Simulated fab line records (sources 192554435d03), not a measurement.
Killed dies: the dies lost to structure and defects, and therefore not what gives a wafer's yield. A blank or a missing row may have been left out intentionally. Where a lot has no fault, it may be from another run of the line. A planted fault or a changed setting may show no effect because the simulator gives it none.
Struck lot and sound lot, side by side || flow n5Finfet || 37 out of 1938 route steps
Sound: wafers L399.2, L399.5, L399.6. Struck: wafer L407.2. (L407.1, L407.4 of the same lot were not struck and are left out.) The cause comes at the end.
Each step with rows lists, per side, the tool, then ch with its chambers, then its first start. Under that, the readings that differ: sound wafers || struck wafers || difference of the means || sigmas: that difference in standard deviations of wafers without a fault.
alike: readings with means less than 2 such deviations apart, plus words and numbers identical on both sides. not compared: withheld readings, readings lacking a value on some wafer, bounds such as >300 that could conceal the same value, and numbers that have no deviation in the record and whose values overlap.
A row with sigmas, a row that says differs or no value, or rows on one side alone: a step with any of these is where the two part. Numbers that have no deviation but don't overlap get no sigmas and don't part them. A reading missing from all wafers of one side parts the sides only when that side holds two or more wafers.

first, 10 steps without rows for these wafers: N5_BEOL_M4_ETCH_41 (etches SiCN in CH3F/O2, target depth 29.9 nm, time 52.5 s); N5_BEOL_M4_STRIP_97 (strips in N2/H2, time 10 s); N5_BEOL_M4_HM_STRIP_39 (strips TiN in peroxide tin strip, target depth 25 nm, time 158 s); N5_BEOL_M4_SRD_40 (time 30 s); N5_BEOL_M4_PRECLEAN_42 (cleans in residue remover, time 60 s); N5_BEOL_M4_SRD_43 (time 30 s); N5_BEOL_M4_DEGAS_44 (time 60 s); N5_BEOL_M4_PRE_CLEAN_45 (time 30 s); N5_BEOL_M4_ALD_84 (deposits TaN, pulse time 2 s, purge time 3 s, co reactant purge time 2 s); N5_BEOL_M4_SURFACE_TREAT_85.
N5_BEOL_M4_CVD_47: deposits Co from CCTBA/H2, target thk 3 nm, time 223.8 s.
  sound on cvdCo-01 ch 0,1,2, day 10 15:54; struck on cvdCo-01 ch 1,2, day 13 11:04
then, 25 steps without rows for these wafers: N5_BEOL_M4_SPUTTER_48 (material Cu, target thk 4.5 nm, time 8.29 s); N5_BEOL_M4_ANNEAL_49 (time 240 s); N5_BEOL_M4_SPUTTER_79 (material Cu, target thk 4.5 nm, time 8.29 s); N5_BEOL_M4_ANNEAL_80 (time 240 s); N5_BEOL_M4_SPUTTER_81 (material Cu, target thk 4.5 nm, time 8.29 s); N5_BEOL_M4_ANNEAL_82 (time 240 s); N5_BEOL_M4_SPUTTER_86 (material Cu, target thk 4.5 nm, time 8.29 s); N5_BEOL_M4_ANNEAL_87 (time 240 s); N5_BEOL_M4_SPUTTER_88 (material Cu, target thk 4.5 nm, time 8.29 s); N5_BEOL_M4_ANNEAL_89 (time 240 s); N5_BEOL_M4_SPUTTER_90 (material Cu, target thk 4.5 nm, time 8.29 s); N5_BEOL_M4_ANNEAL_91 (time 240 s); N5_BEOL_M4_SPUTTER_92 (material Cu, target thk 4.5 nm, time 8.29 s); N5_BEOL_M4_ANNEAL_93 (time 240 s); N5_BEOL_M4_SPUTTER_94 (material Cu, target thk 4.5 nm, time 8.29 s); N5_BEOL_M4_ANNEAL_95 (time 240 s); N5_BEOL_M4_SPUTTER_96 (material Cu, target thk 4.5 nm, time 8.29 s); N5_BEOL_M4_ECD_50 (material Cu, target thk 300 nm); N5_BEOL_M4_ANNEAL_51 (time 90 s); N5_BEOL_M4_CMP_52 (polishes, stops on SiOC, t overpolish 6.8 s, target thk 40 nm); N5_BEOL_M4_PRE_CLEAN_60 (time 15 s); N5_BEOL_M4_CO_CAP_55 (material Co, precursor CCTBA/H2, target thk 2 nm, time 102.1 s); N5_BEOL_M4_PRE_CLEAN_56 (time 15 s); N5_BEOL_M4_DEP_57 (deposits SiCN from 3MS/NH3, target thk 8 nm, time 14 s); N5_BEOL_M5_ILD_DEP_00 (deposits SiCOH lowk from DEMS/porogen, target thk 140.64 nm, time 25.9 s).
-- here the record skips 5 days between the struck wafers' starts before and after, leaving off in module BEOL_M5 and picking up in module PASSIVATION (first step shown: number 1936 of the route) --
N5_PASSIVATION_PROBE_49:
  sound: prober-01 at day 15 02:11; struck: prober-02 at day 18 10:43
{"reading": "defectLimitedYield (%)", "sound": "89.0 92.4 90.4", "struck": 82.4, "difference": -8.2, "sigmas": -6}
{"reading": "killed_at_M4_up", "sound": "13 13 10", "struck": 127, "difference": "+115", "sigmas": "+21"}
{"reading": "killedDies", "sound": "130 90 113", "struck": 208, "difference": "+97", "sigmas": "+6"}
{"reading": "sort_bin_5_function (%)", "sound": "5.3 4.2 5.4", "struck": 11.3, "difference": "+6.3", "sigmas": "+7"}
{"reading": "sortNPass", "sound": "1050 1090 1067", "struck": 972, "difference": -97, "sigmas": -6}
{"reading": "sortYieldPct (%)", "sound": "89.0 92.4 90.4", "struck": 82.4, "difference": -8.2, "sigmas": -6}
  alike: killed_at_M0_to_M3, killedAtContacts, killedAtFrontEnd, killedAtOther, killedOpen, killedShort, sort_bin_6_memory

## WHERE THEY PART
Only at N5_PASSIVATION_PROBE_49, within this record.

WHY: the cause the simulator had injected
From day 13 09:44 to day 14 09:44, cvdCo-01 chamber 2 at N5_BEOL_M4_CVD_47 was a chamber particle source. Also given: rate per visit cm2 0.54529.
